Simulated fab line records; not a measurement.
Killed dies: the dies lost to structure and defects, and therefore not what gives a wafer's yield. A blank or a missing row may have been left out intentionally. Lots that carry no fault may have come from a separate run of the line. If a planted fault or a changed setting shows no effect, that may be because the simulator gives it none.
A struck lot beside a sound one -- flow nand harc -- 14 out of 1302 route steps
Sound: wafers L734.4, L734.5, L734.6. Struck: wafers L749.2, L749.5. (L749.6 of the same lot was not struck and is left out.) The cause comes at the end.
Each step with rows lists, per side, the tool, then ch with its chambers, then its first start. Under that, the readings that differ: sound wafers -- struck wafers -- difference of the means -- sigmas: that difference in standard deviations of wafers without a fault.
alike: a reading whose means differ by less than 2 such deviations, as well as words and numbers matching on both sides. not compared: withheld readings; readings where some wafer has no value; bounds like >300 that might hide an equal value; numbers whose values overlap and for which the record gives no deviation.
A row with sigmas, a row that says differs or no value, or rows on one side alone: a step with any of these is where the two part. When numbers do not overlap yet have no deviation, they are printed without sigmas and do not part them. A reading missing from all wafers of one side parts the sides only when that side holds two or more wafers.

NHARC_A_SOURCE_PLATE_THK_MEAS_06: measures by ellipsometry.
  struck on film metro-01, day 15 14:45; sound on film metro-01, day 9 01:04
reading,sound,struck,difference,sigmas
thk nm (nm),199.1 198.4 199.2,195.2 193.9,-4.3,-2
NHARC_A_SOURCE_PLATE_INSPECT_08:
  struck on defect inspect-02, day 15 14:51; sound on defect inspect-02, day 9 01:09
  alike: raw defect count
after that, 1 step with no rows for these wafers: NHARC_A_ONON_D1_DEP_00 (target thk 1000 nm).
NHARC_A_ONON_D1_THK_MEAS_02: measures by ellipsometry.
  struck on film metro-02, day 15 15:25; sound on film metro-02, day 9 01:43
  alike: thk nm
after that, 1 step with no rows for these wafers: NHARC_A_ONON_D1_DEP_03 (target thk 1000 nm).
NHARC_A_ONON_D1_THK_MEAS_05: measures by ellipsometry.
  struck on film metro-02, day 15 15:59; sound on film metro-02, day 9 02:25
reading,sound,struck,difference,sigmas
thk nm (nm),987 989 988,1006 1008,+19,+2
after that, 1 step with no rows for these wafers: NHARC_A_ONON_D1_DEP_06 (target thk 1000 nm).
NHARC_A_ONON_D1_THK_MEAS_08: measures by ellipsometry.
  struck on film metro-01, day 15 16:33; sound on film metro-01, day 9 02:59
reading,sound,struck,difference,sigmas
thk nm (nm),994 994 995,1012 1014,+19,+2
after that, 1 step with no rows for these wafers: NHARC_A_ONON_D1_DEP_09 (target thk 1000 nm).
NHARC_A_ONON_D1_THK_MEAS_11: measures by ellipsometry.
  struck on film metro-01, day 15 17:07; sound on film metro-01, day 9 03:32
  alike: thk nm
NHARC_A_ONON_D1_DEP_12: target thk 1000 nm.
  sound on pecvd onon-03 ch 0, day 9 03:46; struck on pecvd onon-02 ch 0, day 15 17:13
reading,sound,struck,difference,sigmas
susceptor temp C (C),399.95 399.72 399.75,400.39 400.17,+0.47,+2
  alike: nh3 flow sccm
NHARC_A_ONON_D1_THK_MEAS_14: measures by ellipsometry.
  struck on film metro-01, day 15 17:41; sound on film metro-02, day 9 04:06
reading,sound,struck,difference,sigmas
thk nm (nm),1010 1012 1008,692 691,-318,-38
then, 1 step without rows for these wafers: NHARC_A_ONON_D1_ANNEAL_15 (time 3600 s).
-- jump in the record: it breaks off in module A_ONON_D1 and resumes in module END (first step shown: number 1302 of the route), and 16 days separate the struck wafers' starts before and after --
NHARC_END_SORT_01:
  sound on prober-01 ch 0, day 25 01:42; struck on prober-01 ch 0, day 32 04:10
reading,sound,struck,difference,sigmas
killed at array,50 44 55,672 673,+623,+33
killed dies,56 51 58,677 677,+622,+33
  alike: killed at other, killed at periphery, killed open, killed short

WHERE THEY PART
First at NHARC_A_SOURCE_PLATE_THK_MEAS_06; last, within this record, at NHARC_END_SORT_01.

WHY: what the simulator had put in
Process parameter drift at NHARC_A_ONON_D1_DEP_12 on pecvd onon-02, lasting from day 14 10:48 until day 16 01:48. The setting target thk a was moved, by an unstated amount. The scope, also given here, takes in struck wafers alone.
